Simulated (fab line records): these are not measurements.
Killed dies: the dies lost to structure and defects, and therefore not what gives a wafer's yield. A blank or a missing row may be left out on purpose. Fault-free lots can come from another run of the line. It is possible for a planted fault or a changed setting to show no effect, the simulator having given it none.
Chamber matching ; flow n5Finfet ; N5_PASSIVATION_PECVD_01 on pecvd-04 has 3 sister chambers
The step deposits SiNx from SiH4/NH3/N2, target thk 200 nm, time 43.2 s. 3 wafers are shown with their chamber, then 8 later ones without.

WAFERS WITH THEIR CHAMBER
wafer;chamber;showerheadPlenumPTorr (Torr)
L088.2;1;8.55
L088.5;2;8.67
L091.1;0;8.64

WAFERS WITH NO CHAMBER GIVEN
wafer;showerheadPlenumPTorr (Torr)
L091.3;8.67
L091.6;8.67
L092.1;8.62
L092.2;8.56
L092.5;8.54
L093.1;8.58
L093.4;8.62
L093.5;8.66

WHICH CHAMBER EACH ONE RAN IN
wafer;from the rows above;in truth
L091.3;can't be placed: 2 or 0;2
L091.6;can't be placed: 2 or 0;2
L092.1;can't be placed: 0 or 2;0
L092.2;1;1
L092.5;1;1
L093.1;can't be placed: 1 or 0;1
L093.4;can't be placed: 0 or 2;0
L093.5;can't be placed: 2 or 0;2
Correctly placed: 2 of 8. Cannot be placed on the basis of these rows: 6; the candidates contain the true chamber in 6. Placed wrongly: 0.
How it was worked out, from the rows above alone: a wafer's distance from a chamber is the root of the sum, over the readings, of the square of ((its reading less the chamber's mean) divided by the reading's scatter). The wafer belongs to the nearest chamber; if the next one is less than 2 further off, it can't be placed. A chamber's mean is the mean of its shown wafers. The scatter (one wafer shown for each chamber): square how far every hidden wafer sits from the nearest shown wafer, average those squares and take the square root.
